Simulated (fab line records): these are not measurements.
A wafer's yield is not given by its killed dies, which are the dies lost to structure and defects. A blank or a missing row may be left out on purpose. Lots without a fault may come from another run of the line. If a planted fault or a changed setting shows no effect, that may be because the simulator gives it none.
fab line records	flow nand-harc
record lots=13	wafers=39	last-day=33
route steps=1302 shown THIN_TSV@1263 END@1302
lots that met no fault: taken from a fault-free run of the same line
start-h: the number of hours between the record's first day and the start of the first shown wafer of the lot	wait-h: hours from the lot's prior step to this one	" identical to the entry in the row above	L1.1+2: several wafers, shown together as one row	- value missing, or start not given	* or withheld: withheld	< > ~ a bound
route shown NAME@n: a module of which the file shows steps, and the number in the route of the first	usual: average and standard deviation across the fault-free wafers	same: alike in all rows	chamber/n: place in a boat	sites: per-site readings	_std_site: the values' standard deviation	_edge_site: outer sites' mean less inner sites'	radius-mm: for every site, how far away it sits from the centre of the wafer	mask NAME#n: copy n	behind: the tool/chamber that last shaped the wafer	hold: why the lot went on hold/how many hours it stayed there/how the hold came to an end	device: whichever transistor did not switch (one of n, p or np)	end of line: the route-end tests of the same wafers	step lacking rows: just its recipe	killed: the dies lost at the first sort to structure and to defects; this is not the yield of the wafer	map: a wafer's dies, x killed, . not, _ none there
set.NAME: the run value of the setting; set.NAME@STEP: its run value at that earlier step	model.NAME: the simulator's own value behind a step, which no gauge read
steps of the route over a sample of lots; a table a step, a row a wafer
services: a tool's chamber out of use, with start hour (start-h, from the record's first day; less than 0 if before it), hours out, and reason
## steps
# step NHARC_THIN_TSV_ETCH_15
# recipe target-depth-a=30000	bosch-target-overetch-cycles=2	bosch-etch-step-s=2.8	bosch-dep-step-s=1.2	bosch-cycles=14
# usual drypump-motor-current-A=6.0/0.36
lot.wafer	tool	chamber	start-h	wait-h	drypump-motor-current-A	rf-hours-counter-h
L652.1	rie-si-01	3	563.23	1.4	5.9	0.0
L652.2	"	1	"	"	6.2	0.0
L652.6	"	3	"	"	5.9	-
L653.1	rie-si-04	2	563.36	-	5.3	0.3
L653.2	"	3	"	"	6.1	0.3
L653.5	"	2	"	"	5.3	-
L654.2	rie-si-01	0	582.39	-	6.3	0.2
L654.3	"	3	"	"	5.9	0.2
L654.6	"	1	"	"	6.2	-
L659.1	rie-si-01	2	641.12	-	6.7	0.7
L659.2	"	0	"	"	6.3	0.6
L659.6	"	2	"	"	6.7	-
L661.3	rie-si-03	0	662.61	-	5.7	0.3
L661.1	"	1	"	"	6.2	0.3
L661.6	"	3	"	"	6.2	-
L666.1	rie-si-03	2	691.90	-	5.9	0.7
L666.3	"	3	"	"	6.2	0.5
L666.6	"	2	"	"	5.9	-
L664.1	rie-si-03	2	702.13	-	5.9	0.8
L664.6	"	0	"	"	5.7	-
L664.5	"	1	"	"	6.2	-
L667.2	rie-si-04	0	707.97	-	5.8	0
L667.4	"	1	"	"	6.5	0
L667.6	"	0	"	"	5.8	-
L669.3	rie-si-04	1	729.23	-	6.5	0.1
L669.6	"	0	"	"	5.8	-
L669.5	"	1	"	"	6.5	-
L671.1	rie-si-03	2	761.49	-	5.9	1.1
L671.6	"	2	"	"	5.9	-
L671.5	"	3	"	"	6.2	-
L672.3	rie-si-01	3	762.72	-	5.9	0.1
L672.1	"	1	"	"	6.2	0.1
L672.5	"	3	"	"	5.8	-
L670.4	rie-si-03	2	767.91	-	5.9	1.2
L670.1	"	1	"	"	6.2	1.1
L670.5	"	3	"	"	6.2	-
L673.3	rie-si-04	3	772.40	-	6.0	0.4
L673.1	"	0	"	"	5.8	0.4
L673.6	"	3	"	"	6.0	-
# step NHARC_THIN_TSV_PVD_51
# recipe target-thk-a=1000	chamber-pressure-pa=5	material=Cu
# usual throttle-valve-pct=30.1/0.94
lot.wafer	tool	chamber	start-h	wait-h	throttle-valve-pct
L653.1	pvd-sputter-02	-	-	-	28.9
L653.2	"	-	"	"	29.4
L653.5	"	-	"	"	28.8
L652.2	pvd-sputter-03	-	-	-	31.3
L652.1	"	-	"	"	29.7
L652.6	"	-	"	"	31.1
L654.3	pvd-sputter-02	-	-	-	30.6
L654.2	"	-	"	"	28.8
L654.6	"	-	"	"	30.9
L659.2	pvd-sputter-01	-	-	-	29.6
L659.1	"	-	"	"	30.1
L659.6	"	-	"	"	31.6
L661.1	pvd-sputter-02	-	-	-	28.6
L661.3	"	-	"	"	31.3
L661.6	"	-	"	"	30.2
L666.3	pvd-sputter-01	-	-	-	29.4
L666.1	"	-	"	"	30.7
L666.6	"	-	"	"	31.1
L664.1	pvd-sputter-01	-	-	-	30.6
L664.5	"	-	"	"	30.1
L664.6	"	-	"	"	30.7
L667.4	pvd-sputter-02	-	-	-	29.4
L667.2	"	-	"	"	30.3
L667.6	"	-	"	"	29.0
L669.3	pvd-sputter-03	-	-	-	30.2
L669.5	"	-	"	"	30.0
L669.6	"	-	"	"	29.2
L671.1	pvd-sputter-02	-	-	-	28.7
L671.5	"	-	"	"	31.3
L671.6	"	-	"	"	30.4
L672.3	pvd-sputter-02	-	-	-	31.4
L672.1	"	-	"	"	30.3
L672.5	"	-	"	"	28.8
L670.4	pvd-sputter-02	-	-	-	29.0
L670.1	"	-	"	"	31.4
L670.5	"	-	"	"	29.0
L673.3	pvd-sputter-03	-	-	-	30.8
L673.1	"	-	"	"	31.0
L673.6	"	-	"	"	30.3
# step NHARC_THIN_TSV_PRE_CLEAN_54
# recipe time-s=30	temp-c=280	gas=H2/He
# usual heater-power-w=402/52
# same time-s=30
lot.wafer	tool	chamber	start-h	wait-h	heater-power-w
L653.2	pvd-sputter-02	-	567.47	0.1	376
L653.1	"	-	"	"	347
L653.5	"	-	"	"	393
L652.1	pvd-sputter-03	-	567.78	0.1	435
L652.2	"	-	"	"	429
L652.6	"	-	"	"	449
L654.2	pvd-sputter-02	-	588.54	0.2	378
L654.3	"	-	"	"	386
L654.6	"	-	"	"	351
L659.1	pvd-sputter-01	-	645.74	0.1	357
L659.2	"	-	"	"	496
L659.6	"	-	"	"	490
L661.1	pvd-sputter-02	-	666.60	0.0	336
L661.3	"	-	"	"	360
L661.6	"	-	"	"	376
L666.3	pvd-sputter-03	-	696.04	0.1	367
L666.1	"	-	"	"	428
L666.6	"	-	"	"	347
L664.1	pvd-sputter-01	-	706.12	0.1	510
L664.6	"	-	"	"	493
L664.5	"	-	"	"	509
L667.2	pvd-sputter-03	-	712.19	0.1	439
L667.4	"	-	"	"	433
L667.6	"	-	"	"	364
L669.3	pvd-sputter-01	-	733.23	0.1	431
L669.5	"	-	"	"	507
L669.6	"	-	"	"	442
L671.1	pvd-sputter-02	-	765.61	0.1	396
L671.5	"	-	"	"	342
L671.6	"	-	"	"	382
L672.1	pvd-sputter-02	-	766.81	0.1	394
L672.3	"	-	"	"	425
L672.5	"	-	"	"	332
L670.4	pvd-sputter-03	-	771.94	0.1	443
L670.1	"	-	"	"	326
L670.5	"	-	"	"	461
L673.3	pvd-sputter-02	-	776.42	0.1	394
L673.1	"	-	"	"	335
L673.6	"	-	"	"	398
# step NHARC_THIN_TSV_ETCH_36
# recipe target-depth-a=650	over-etch-frac=0.3	time-s=18.571	ion-energy-ev=150	chemistry=Cl2/BCl3
# usual drypump-motor-current-A=5.6/0.43	oes-product-au=0.999/0.011
# same time-s=18.571
lot.wafer	tool	chamber	start-h	wait-h	drypump-motor-current-A	oes-product-au	rf-hours-counter-h
L653.1	rie-metal-03	1	568.95	0.2	5.7	0.986	0.7
L653.2	"	0	"	"	6.1	1.002	0.7
L653.5	"	1	"	"	5.7	0.985	-
L652.2	rie-metal-02	0	569.34	0.2	6.0	1.002	2.1
L652.1	"	1	"	"	5.9	1.000	2.1
L652.6	"	0	"	"	6.0	1.010	-
L654.2	rie-metal-03	0	590.34	0.2	6.1	0.997	1.0
L654.3	"	1	"	"	5.7	1.001	-
L654.6	"	0	"	"	6.1	1.003	-
L659.2	rie-metal-01	1	647.35	0.2	5.3	0.995	1.6
L659.1	"	0	"	"	5.0	0.990	1.6
L659.6	"	0	"	"	5.0	0.853	-
L661.1	rie-metal-01	1	668.11	0.2	5.4	0.986	1.8
L661.3	"	0	"	"	5.0	0.853	-
L661.6	"	1	"	"	5.3	0.851	-
L666.1	rie-metal-02	0	697.55	0.2	6.0	1.013	1.1
L666.3	"	1	"	"	5.9	1.007	-
L666.6	"	1	"	"	5.8	1.007	-
L664.1	rie-metal-03	1	707.72	0.2	5.7	0.987	0.2
L664.5	"	0	"	"	6.1	0.990	-
L664.6	"	1	"	"	5.7	0.988	-
L667.2	rie-metal-03	1	713.82	0.2	5.7	0.983	0.4
L667.4	"	1	"	"	5.7	0.991	-
L667.6	"	0	"	"	6.1	0.990	-
L669.3	rie-metal-03	0	734.84	0.1	6.1	0.997	-
L669.5	"	1	"	"	5.7	0.993	-
L669.6	"	0	"	"	6.1	1.006	-
L671.1	rie-metal-01	0	767.19	0.2	5.0	1.000	0.2
L671.5	"	0	"	"	5.0	0.999	-
L671.6	"	1	"	"	5.3	1.023	-
L672.1	rie-metal-02	0	768.31	0.2	6.0	1.019	2.4
L672.3	"	1	"	"	5.9	1.005	-
L672.5	"	0	"	"	6.0	1.020	-
L670.1	rie-metal-01	0	773.44	0.2	5.0	0.980	0.4
L670.4	"	1	"	"	5.4	1.009	-
L670.5	"	1	"	"	5.3	1.012	-
L673.1	rie-metal-03	1	778.03	0.2	5.7	0.986	1.2
L673.3	"	1	"	"	5.7	0.991	-
L673.6	"	1	"	"	5.7	1.001	-
# step NHARC_END_SORT_01
# recipe temp-c=25
# usual defect-limited-yield=91/3.2	killed-at-array=55/22	killed-at-other=1.1/1.4	killed-at-periphery=4/3.2	killed-dies=59/22	killed-open=3.3/1.8	killed-short=2.5/1.5
# same gross-dies=677
lot.wafer	tool	chamber	start-h	wait-h	defect-limited-yield[%]	killed-at-array	killed-at-other	killed-at-periphery	killed-dies	killed-open	killed-short
L652.1	prober-02	0	579.93	2.5	96	26	1	2	29	5	2
L652.2	prober-02	0	580.72	2.8	92	48	4	3	55	2	2
L652.6	prober-02	0	583.89	4.0	95	28	3	2	33	2	2
L653.1	prober-01	0	579.97	2.5	91	54	4	1	59	4	4
L653.2	prober-01	0	580.77	2.8	90	62	2	1	65	4	5
L653.5	prober-01	0	583.16	3.7	90	63	0	2	65	2	2
L654.2	prober-02	0	600.87	2.8	96	22	1	2	25	2	1
L654.3	prober-02	0	601.68	3.1	96	20	1	3	24	5	3
L654.6	prober-02	0	604.09	4.0	96	22	2	1	25	4	2
L659.1	prober-02	0	660.87	2.5	88	81	0	0	81	2	3
L659.2	prober-02	0	661.68	2.8	91	54	0	5	59	1	0
L659.6	prober-02	0	664.92	4.1	89	67	1	5	73	1	4
L661.1	prober-01	0	679.40	2.5	95	19	2	11	32	3	6
L661.3	prober-01	0	681.00	3.1	97	14	0	6	20	1	0
L661.6	prober-01	0	683.41	4.0	94	28	3	7	38	4	3
L666.1	prober-02	0	705.02	2.5	96	24	0	6	30	4	3
L666.3	prober-02	0	706.60	3.1	95	27	1	7	35	2	5
L666.6	prober-02	0	708.98	4.0	95	22	0	11	33	3	0
L664.1	prober-01	0	716.85	2.5	90	63	1	2	66	4	3
L664.5	prober-01	0	720.05	3.7	91	56	1	1	58	5	1
L664.6	prober-01	0	720.84	4.0	89	68	1	3	72	4	2
L667.2	prober-01	0	725.42	2.8	90	66	2	3	71	3	2
L667.4	prober-01	0	727.01	3.4	87	85	0	2	87	1	2
L667.6	prober-01	0	728.60	4.0	88	71	5	2	78	3	3
L669.3	prober-02	0	744.84	3.1	88	81	0	2	83	4	0
L669.5	prober-02	0	746.43	3.7	90	66	0	3	69	3	1
L669.6	prober-02	0	747.23	4.0	91	57	1	2	60	3	5
L671.1	prober-01	0	776.58	2.5	90	61	2	3	66	5	3
L671.5	prober-01	0	779.78	3.7	89	74	2	1	77	7	2
L671.6	prober-01	0	780.58	4.0	90	70	1	0	71	3	1
L672.1	prober-02	0	776.59	2.5	97	18	1	1	20	3	1
L672.3	prober-02	0	778.17	3.1	96	23	3	3	29	3	2
L672.5	prober-02	0	779.76	3.7	97	22	0	0	22	0	3
L673.1	prober-01	0	786.62	2.5	90	66	0	2	68	3	3
L673.3	prober-01	0	788.22	3.1	91	61	0	3	64	1	1
L673.6	prober-01	0	790.61	4.0	90	64	0	1	65	3	4
L670.1	prober-02	0	790.23	8.4	91	59	1	2	62	3	3
L670.4	prober-02	0	792.62	9.3	90	66	0	3	69	8	2
L670.5	prober-02	0	793.41	9.6	90	62	2	2	66	4	3
# killed by level:class
L652.1 A_CHANNEL_HOLE_D1:chamber-film-flake=11 A_CHANNEL_HOLE_D2:chamber-film-flake=7 A_ONON_D2:geometric-particle:short=2 P_GATE:geometric-particle:open=1 A_ONON_D2:geometric-particle:open=1 A_CHANNEL_FILL_D2:geometric-particle:open=1 A_SGD_CUT:geometric-particle:open=1 A_M0:geometric-particle:open=1
L653.1 A_SLIT:chamber-film-flake=20 A_CHANNEL_HOLE_D2:chamber-film-flake=10 A_CONTACT:chamber-film-flake=8 THIN_TSV:chamber-film-flake=4 A_CHANNEL_FILL_D2:chamber-film-flake=3 A_WL_FILL:chamber-film-flake=2 A_DECK1_JOINT:chamber-film-flake=2 P_M0:geometric-particle:open=1
L652.2 A_CHANNEL_HOLE_D1:chamber-film-flake=31 A_CHANNEL_HOLE_D2:chamber-film-flake=8 THIN_TSV:chamber-film-flake=4 A_WL_FILL:chamber-film-flake=3 A_CHANNEL_FILL_D1:chamber-film-flake=2 P_CONTACT:geometric-particle:short=1 A_ONON_D2:geometric-particle:open=1 A_SGD_CUT:geometric-particle:short=1
L653.2 A_SLIT:chamber-film-flake=23 A_CHANNEL_HOLE_D2:chamber-film-flake=13 A_CHANNEL_FILL_D2:chamber-film-flake=5 A_CONTACT:chamber-film-flake=5 A_CHANNEL_HOLE_D1:geometric-particle:open=2 A_WL_FILL:geometric-particle:short=2 A_CHANNEL_HOLE_D1:chamber-film-flake=2 A_WL_FILL:chamber-film-flake=2
L653.5 A_SLIT:chamber-film-flake=25 A_CHANNEL_HOLE_D2:chamber-film-flake=16 A_CONTACT:chamber-film-flake=9 A_CHANNEL_FILL_D2:chamber-film-flake=6 A_CHANNEL_HOLE_D1:chamber-film-flake=2 P_CONTACT:geometric-particle:short=1 A_SOURCE_PLATE:geometric-particle:open=1 A_CHANNEL_FILL_D1:geometric-particle:open=1
L652.6 A_CHANNEL_HOLE_D1:chamber-film-flake=12 A_CHANNEL_HOLE_D2:chamber-film-flake=5 A_CONTACT:chamber-film-flake=3 THIN_TSV:chamber-film-flake=3 A_WL_FILL:chamber-film-flake=2 P_M2:geometric-particle:short=1 A_ONON_D1:geometric-particle:short=1 A_ONON_D2:geometric-particle:open=1
L654.2 A_CHANNEL_HOLE_D2:chamber-film-flake=9 A_BONDPAD:chamber-film-flake=5 A_STAIRCASE:chamber-film-flake=3 A_DECK1_JOINT:chamber-film-flake=2 P_M0:geometric-particle:open=1 A_DECK1_JOINT:geometric-particle:open=1 A_WL_FILL:geometric-particle:short=1 P_ZERO_WELL:chamber-film-flake=1
L654.3 A_CHANNEL_HOLE_D2:chamber-film-flake=5 A_CHANNEL_HOLE_D1:chamber-film-flake=4 A_BONDPAD:chamber-film-flake=4 A_ONON_D1:geometric-particle:short=2 A_WL_FILL:geometric-particle:open=2 P_GATE:geometric-particle:open=1 P_CONTACT:geometric-particle:short=1 P_CONTACT:geometric-particle:open=1
L654.6 A_CHANNEL_HOLE_D2:chamber-film-flake=9 A_CHANNEL_HOLE_D1:chamber-film-flake=3 A_CHANNEL_FILL_D1:geometric-particle:open=2 A_CONTACT:chamber-film-flake=2 THIN_TSV:chamber-film-flake=2 A_ONON_D1:geometric-particle:open=1 A_CHANNEL_HOLE_D1:geometric-particle:short=1 A_ONON_D2:geometric-particle:short=1
L659.1 A_CHANNEL_HOLE_D1:chamber-film-flake=33 A_SLIT:chamber-film-flake=24 A_CHANNEL_HOLE_D2:chamber-film-flake=10 A_STAIRCASE:chamber-film-flake=4 A_CHANNEL_FILL_D1:chamber-film-flake=3 A_DECK1_JOINT:chamber-film-flake=2 A_DECK1_JOINT:geometric-particle:short=1 A_ONON_D2:geometric-particle:short=1
L659.2 A_SLIT:chamber-film-flake=34 A_CHANNEL_HOLE_D1:chamber-film-flake=10 A_CHANNEL_HOLE_D2:chamber-film-flake=6 P_GATE:chamber-film-flake=2 A_STAIRCASE:chamber-film-flake=2 P_STI:chamber-film-flake=1 A_M0:geometric-particle:open=1 P_CONTACT:chamber-film-flake=1
L659.6 A_SLIT:chamber-film-flake=40 A_CHANNEL_HOLE_D1:chamber-film-flake=14 A_CHANNEL_HOLE_D2:chamber-film-flake=4 P_CONTACT:chamber-film-flake=3 A_CHANNEL_FILL_D1:chamber-film-flake=3 A_ONON_D1:geometric-particle:short=1 A_ONON_D2:geometric-particle:short=1 A_CHANNEL_FILL_D2:geometric-particle:short=1
L661.1 A_CHANNEL_HOLE_D1:chamber-film-flake=5 P_GATE:chamber-film-flake=4 A_CONTACT:chamber-film-flake=4 P_BONDPAD:chamber-film-flake=3 A_CHANNEL_HOLE_D2:chamber-film-flake=3 P_M1:geometric-particle:short=2 P_STI:geometric-particle:open=1 A_CHANNEL_FILL_D1:geometric-particle:short=1
L661.3 A_CHANNEL_HOLE_D1:chamber-film-flake=6 P_BONDPAD:chamber-film-flake=5 A_CHANNEL_HOLE_D2:chamber-film-flake=2 A_CONTACT:chamber-film-flake=2 A_CHANNEL_FILL_D1:geometric-particle:open=1 P_GATE:chamber-film-flake=1 A_SLIT:chamber-film-flake=1 A_DECK1_JOINT:chamber-film-flake=1
L661.6 A_CHANNEL_FILL_D2:chamber-film-flake=7 P_GATE:chamber-film-flake=4 A_CHANNEL_HOLE_D1:chamber-film-flake=4 A_CONTACT:chamber-film-flake=4 A_CHANNEL_HOLE_D2:chamber-film-flake=3 A_M0:geometric-particle:open=2 P_BONDPAD:chamber-film-flake=2 A_DECK1_JOINT:chamber-film-flake=2
L666.1 A_CHANNEL_HOLE_D1:chamber-film-flake=11 A_CHANNEL_FILL_D1:geometric-particle:short=2 P_GATE:chamber-film-flake=2 P_M0:chamber-film-flake=2 A_STAIRCASE:chamber-film-flake=2 A_SLIT:chamber-film-flake=2 A_CONTACT:chamber-film-flake=2 P_M0:geometric-particle:open=1
L666.3 A_CHANNEL_HOLE_D1:chamber-film-flake=8 A_SLIT:chamber-film-flake=5 P_BONDPAD:chamber-film-flake=4 A_WL_FILL:chamber-film-flake=3 A_CONTACT:chamber-film-flake=3 A_CHANNEL_FILL_D1:geometric-particle:short=2 A_WL_FILL:geometric-particle:short=2 P_M0:chamber-film-flake=2
L666.6 A_CHANNEL_HOLE_D1:chamber-film-flake=12 P_M0:chamber-film-flake=6 P_BONDPAD:chamber-film-flake=3 A_SLIT:chamber-film-flake=3 A_CONTACT:geometric-particle:open=2 P_GATE:chamber-film-flake=2 A_M1:geometric-particle:open=1 A_CHANNEL_FILL_D2:chamber-film-flake=1
L664.1 A_SLIT:chamber-film-flake=29 A_CHANNEL_HOLE_D1:chamber-film-flake=13 A_CONTACT:chamber-film-flake=9 A_STAIRCASE:chamber-film-flake=3 A_CHANNEL_HOLE_D2:chamber-film-flake=2 P_M0:geometric-particle:open=1 A_CHANNEL_FILL_D1:geometric-particle:open=1 A_CHANNEL_FILL_D1:geometric-particle:short=1
L664.5 A_SLIT:chamber-film-flake=26 A_CHANNEL_HOLE_D1:chamber-film-flake=14 A_CONTACT:chamber-film-flake=5 A_STAIRCASE:chamber-film-flake=5 P_CONTACT:geometric-particle:open=1 A_SOURCE_PLATE:geometric-particle:short=1 A_CHANNEL_FILL_D1:geometric-particle:open=1 A_WL_FILL:geometric-particle:open=1
L664.6 A_SLIT:chamber-film-flake=37 A_CHANNEL_HOLE_D1:chamber-film-flake=14 A_CONTACT:chamber-film-flake=8 A_CHANNEL_FILL_D2:chamber-film-flake=3 P_M0:geometric-particle:open=1 P_M2:geometric-particle:open=1 A_STAIRCASE:geometric-particle:open=1 A_SGD_CUT:geometric-particle:short=1
L667.2 A_SLIT:chamber-film-flake=30 A_CHANNEL_HOLE_D1:chamber-film-flake=12 A_CHANNEL_HOLE_D2:chamber-film-flake=11 A_STAIRCASE:chamber-film-flake=5 A_DECK1_JOINT:geometric-particle:short=2 A_CHANNEL_FILL_D2:geometric-particle:open=2 A_CHANNEL_FILL_D1:chamber-film-flake=2 A_SGD_CUT:chamber-film-flake=2
L667.4 A_SLIT:chamber-film-flake=35 A_CHANNEL_HOLE_D2:chamber-film-flake=29 A_CHANNEL_HOLE_D1:chamber-film-flake=11 A_SGD_CUT:chamber-film-flake=3 A_CHANNEL_FILL_D1:chamber-film-flake=2 P_CONTACT:geometric-particle:short=1 A_CHANNEL_FILL_D2:geometric-particle:short=1 A_M0:geometric-particle:open=1
L667.6 A_SLIT:chamber-film-flake=23 A_CHANNEL_HOLE_D2:chamber-film-flake=20 A_CHANNEL_HOLE_D1:chamber-film-flake=17 THIN_TSV:chamber-film-flake=5 A_WL_FILL:chamber-film-flake=2 A_SOURCE_PLATE:geometric-particle:open=1 A_DECK1_JOINT:geometric-particle:short=1 A_DECK1_JOINT:geometric-particle:open=1
L669.3 A_SLIT:chamber-film-flake=31 A_CHANNEL_HOLE_D2:chamber-film-flake=28 A_CHANNEL_HOLE_D1:chamber-film-flake=10 A_CONTACT:chamber-film-flake=4 A_BLC:geometric-particle:open=2 A_WL_FILL:chamber-film-flake=2 A_DECK1_JOINT:geometric-particle:open=1 A_M1:geometric-particle:open=1
L669.5 A_CHANNEL_HOLE_D2:chamber-film-flake=25 A_SLIT:chamber-film-flake=22 A_CHANNEL_HOLE_D1:chamber-film-flake=9 A_WL_FILL:chamber-film-flake=3 A_CONTACT:chamber-film-flake=3 P_M0:geometric-particle:open=2 A_ONON_D2:geometric-particle:short=1 A_CHANNEL_FILL_D2:geometric-particle:open=1
L669.6 A_SLIT:chamber-film-flake=25 A_CHANNEL_HOLE_D2:chamber-film-flake=14 A_CHANNEL_HOLE_D1:chamber-film-flake=6 A_CONTACT:chamber-film-flake=4 A_ONON_D2:geometric-particle:short=3 A_WL_FILL:chamber-film-flake=2 P_CONTACT:geometric-particle:open=1 P_M0:geometric-particle:open=1
L671.1 A_CHANNEL_HOLE_D2:chamber-film-flake=18 A_CHANNEL_HOLE_D1:chamber-film-flake=12 A_SLIT:chamber-film-flake=11 A_CONTACT:chamber-film-flake=9 A_SGD_CUT:chamber-film-flake=3 P_CONTACT:geometric-particle:open=2 A_CHANNEL_HOLE_D2:geometric-particle:short=2 A_STAIRCASE:chamber-film-flake=2
L672.1 A_CONTACT:chamber-film-flake=9 A_SLIT:chamber-film-flake=2 P_GATE:geometric-particle:open=1 A_CHANNEL_HOLE_D2:geometric-particle:short=1 A_CHANNEL_FILL_D2:geometric-particle:open=1 A_M1:geometric-particle:open=1 A_ZERO_WELL:chamber-film-flake=1 A_CHANNEL_HOLE_D1:chamber-film-flake=1
L672.3 A_SLIT:chamber-film-flake=11 P_GATE:chamber-film-flake=3 THIN_TSV:chamber-film-flake=3 A_ZERO_WELL:chamber-film-flake=2 A_CONTACT:chamber-film-flake=2 A_CHANNEL_FILL_D1:geometric-particle:open=1 A_ONON_D2:geometric-particle:short=1 A_CONTACT:geometric-particle:short=1
L672.5 A_CONTACT:chamber-film-flake=9 A_SLIT:chamber-film-flake=6 A_CHANNEL_FILL_D2:geometric-particle:short=1 A_WL_FILL:geometric-particle:short=1 A_BLC:geometric-particle:short=1 A_CHANNEL_HOLE_D1:chamber-film-flake=1 A_CHANNEL_HOLE_D2:chamber-film-flake=1 A_WL_FILL:chamber-film-flake=1
L671.5 A_CHANNEL_HOLE_D2:chamber-film-flake=25 A_CHANNEL_HOLE_D1:chamber-film-flake=17 A_CONTACT:chamber-film-flake=11 A_SGD_CUT:chamber-film-flake=4 A_SLIT:chamber-film-flake=3 A_ONON_D1:geometric-particle:short=2 A_BLC:geometric-particle:open=2 A_DECK1_JOINT:chamber-film-flake=2
L671.6 A_CHANNEL_HOLE_D2:chamber-film-flake=27 A_CHANNEL_HOLE_D1:chamber-film-flake=21 A_CONTACT:chamber-film-flake=8 A_SLIT:chamber-film-flake=7 A_SOURCE_PLATE:geometric-particle:open=1 A_CHANNEL_FILL_D1:geometric-particle:short=1 A_CONTACT:geometric-particle:open=1 A_M0:geometric-particle:open=1
L673.1 A_CHANNEL_HOLE_D2:chamber-film-flake=32 A_CHANNEL_HOLE_D1:chamber-film-flake=17 A_SLIT:chamber-film-flake=3 A_DECK1_JOINT:geometric-particle:short=2 A_DECK1_JOINT:chamber-film-flake=2 A_CHANNEL_FILL_D2:chamber-film-flake=2 A_STAIRCASE:chamber-film-flake=2 P_M0:geometric-particle:open=1
L673.3 A_CHANNEL_HOLE_D2:chamber-film-flake=28 A_CHANNEL_HOLE_D1:chamber-film-flake=22 A_SLIT:chamber-film-flake=3 P_STI:chamber-film-flake=2 A_STAIRCASE:chamber-film-flake=2 A_CONTACT:chamber-film-flake=2 P_CONTACT:geometric-particle:open=1 A_ONON_D2:geometric-particle:short=1
L670.1 A_SLIT:chamber-film-flake=33 A_CHANNEL_HOLE_D1:chamber-film-flake=14 A_CONTACT:chamber-film-flake=4 A_M0:geometric-particle:open=2 P_M1:geometric-particle:open=1 A_CHANNEL_FILL_D1:geometric-particle:short=1 A_CHANNEL_FILL_D2:geometric-particle:short=1 A_WL_FILL:geometric-particle:short=1
L673.6 A_CHANNEL_HOLE_D2:chamber-film-flake=29 A_CHANNEL_HOLE_D1:chamber-film-flake=9 A_SLIT:chamber-film-flake=8 A_CONTACT:chamber-film-flake=5 A_CHANNEL_FILL_D2:geometric-particle:open=2 A_CHANNEL_FILL_D2:chamber-film-flake=2 A_DECK1_JOINT:geometric-particle:short=1 A_ONON_D2:geometric-particle:short=1
L670.4 A_SLIT:chamber-film-flake=29 A_CHANNEL_HOLE_D1:chamber-film-flake=18 A_CONTACT:chamber-film-flake=6 A_ONON_D2:geometric-particle:open=2 A_STAIRCASE:chamber-film-flake=2 P_CONTACT:geometric-particle:open=1 P_M2:geometric-particle:open=1 A_SOURCE_PLATE:geometric-particle:open=1
L670.5 A_SLIT:chamber-film-flake=30 A_CHANNEL_HOLE_D1:chamber-film-flake=16 A_CONTACT:chamber-film-flake=9 P_GATE:geometric-particle:open=1 P_CONTACT:geometric-particle:open=1 A_CHANNEL_FILL_D1:geometric-particle:open=1 A_DECK1_JOINT:geometric-particle:open=1 A_CHANNEL_HOLE_D2:geometric-particle:short=1
## services
tool	chamber	start-h	hours	kind
rie-si-03	1	539.94	2.3	repair
rie-si-01	-	547.00	9.0	pm
rie-metal-03	-	562.13	1.7	repair
rie-si-03	1	571.71	43.3	repair
rie-metal-01	-	575.00	9.0	pm
pvd-sputter-01	-	582.01	10.0	pm
pvd-sputter-03	-	583.63	10.0	pm
pvd-sputter-02	-	586.09	2.2	repair
rie-si-04	2	586.27	15.0	repair
rie-si-03	-	601.40	9.0	pm
pvd-sputter-02	-	613.83	4.1	repair
pvd-sputter-03	-	636.15	1.3	repair
pvd-sputter-02	-	638.04	10.0	pm
rie-metal-03	0	647.75	1.9	repair
pvd-sputter-03	-	666.07	8.9	repair
rie-metal-03	-	672.27	0.6	repair
rie-metal-03	-	696.00	9.0	pm
rie-si-04	-	696.00	9.0	pm
rie-si-03	2	708.27	3.0	repair
pvd-sputter-02	-	709.39	0.6	repair
pvd-sputter-02	-	730.03	7.6	repair
pvd-sputter-01	-	743.06	4.9	repair
pvd-sputter-01	-	760.01	10.0	pm
pvd-sputter-03	-	761.63	10.0	pm
## key
first-sign step=NHARC_THIN_TSV_ETCH_36	reading=oes-product-au	direction=down	sigmas=13	usual=0.999	struck=0.852
effect none on later readings
met-at NHARC_THIN_TSV_ETCH_36
struck-lots L659,L661
struck-wafers L659.6,L661.3,L661.6
not-acting-at NHARC_THIN_TSV_ETCH_15,NHARC_THIN_TSV_PVD_51,NHARC_THIN_TSV_PRE_CLEAN_54
fault kind=process-parameter-drift	tool=rie-metal-01	chamber=-	onset-h=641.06	steps=NHARC_THIN_TSV_ETCH_36	channel=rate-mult	offset=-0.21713	shape=step	end-h=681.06	scope=struck-wafers-only
